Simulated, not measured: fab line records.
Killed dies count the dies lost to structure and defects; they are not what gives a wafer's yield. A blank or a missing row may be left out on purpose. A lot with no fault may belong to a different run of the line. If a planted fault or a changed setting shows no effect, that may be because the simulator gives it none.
8D (eight disciplines) problem report, filled in by code -- flow n5-finfet -- the parts of the form that need people (team, actions taken, sign-off) are left out

== 1. WHAT WENT WRONG ==
N5_BEOL_M14_ETCH_68, oes-product-au: mean 1.35 a.u. over 1 wafer from 1 lot; wafers with no fault: 0.79 a.u., standard deviation 0.094. That puts it +6.0 standard deviations away from the usual mean.
The step: etches SOC in N2/H2, time 450 s.
Earliest sighting: wafer L380.3 on rie-diel-01 at day 15 01:23. The record has a number at this step for 23 wafers belonging to 8 lots. Rule for "out" (also "out of limits"): further than 4 standard deviations from the usual mean. All remaining wafers that have a number are taken as sound.

== 2. WHAT THIS IS AND IS NOT ==
question,is,is not
which readings at this step,oes-product-au,"drypump-motor-current-A, h2-flow-sccm, n2-flow-sccm, rf-vpp-V, showerhead-plenum-p-Torr, temp-c, throttle-valve-pct"
which lots,L380,"L374, L375, L388, L389, L390, L394, L395"
which wafers of those lots,L380.3,L380.1
read on which tools,rie-diel-01,"rie-diel-02, rie-diel-04"
when,from day 15 01:23,"up to then (10 sound wafers); but 12 sound wafers of L389, L390, L394, L395 came after"

== 3. SUSPECTS, AND WHAT RULES EACH OUT ==
Counting: if a tool at a process step up to the reading ran every lot that is out, it stays a suspect. Sound lots after the first of them don't rule it out here, since some wafers of a struck lot are sound.
- rie-diel-01 at N5_BEOL_M14_ETCH_68 (etches SOC in N2/H2, time 450 s): kept. It ran the lot that is out, L380 (day 15 01:23); its last sound lot up to then is L375 (day 12 00:08). On those wafers its own readings are out: oes-product-au.
- At N5_BEOL_M14_ETCH_68 on rie-diel-01, chamber 1 took the sound wafers of the same lots and chamber 3 took the wafers that are out.
Left after counting: rie-diel-01 at N5_BEOL_M14_ETCH_68.

== 4. THE CAUSE (what the simulator had put in) ==
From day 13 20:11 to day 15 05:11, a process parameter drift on rie-diel-01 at N5_BEOL_M14_ETCH_68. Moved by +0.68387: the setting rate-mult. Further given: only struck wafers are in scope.
After counting, this tool was the only one left.

== 5. SEQUENCE OF EFFECTS, ordered by route ==
Rows list readings where the struck wafers' mean (over those with a number) sits beyond 3 standard deviations from the usual. Readings are gone through only where the record gives a usual standard deviation; hours: the median, over the lots, of the time from a lot's start at the first step in this table giving one to that lot's start at this step; sigmas: the change measured in usual standard deviations.
hours,step,reading,usual,on struck wafers,change,sigmas
0,N5_BEOL_M14_ETCH_68,oes-product-au,0.79 a.u.,1.35,+0.56,+6.0
12,N5_BEOL_M15_RC_MEAS_101,SERP_M14,0.162 ohm/um,0.146,-0.016,-3.4
12,N5_BEOL_M15_RC_MEAS_101,SERP_M14_max_site,0.164 ohm/um,0.146,-0.018,-3.8
The process steps in it:
- N5_BEOL_M14_ETCH_68: etches SOC in N2/H2, time 450 s.

== 6. HOW IT WOULD HAVE BEEN CAUGHT EARLIER ==
In this record no reading fell out of limits until day 15 01:23, 29 hours after the fault had begun at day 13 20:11.
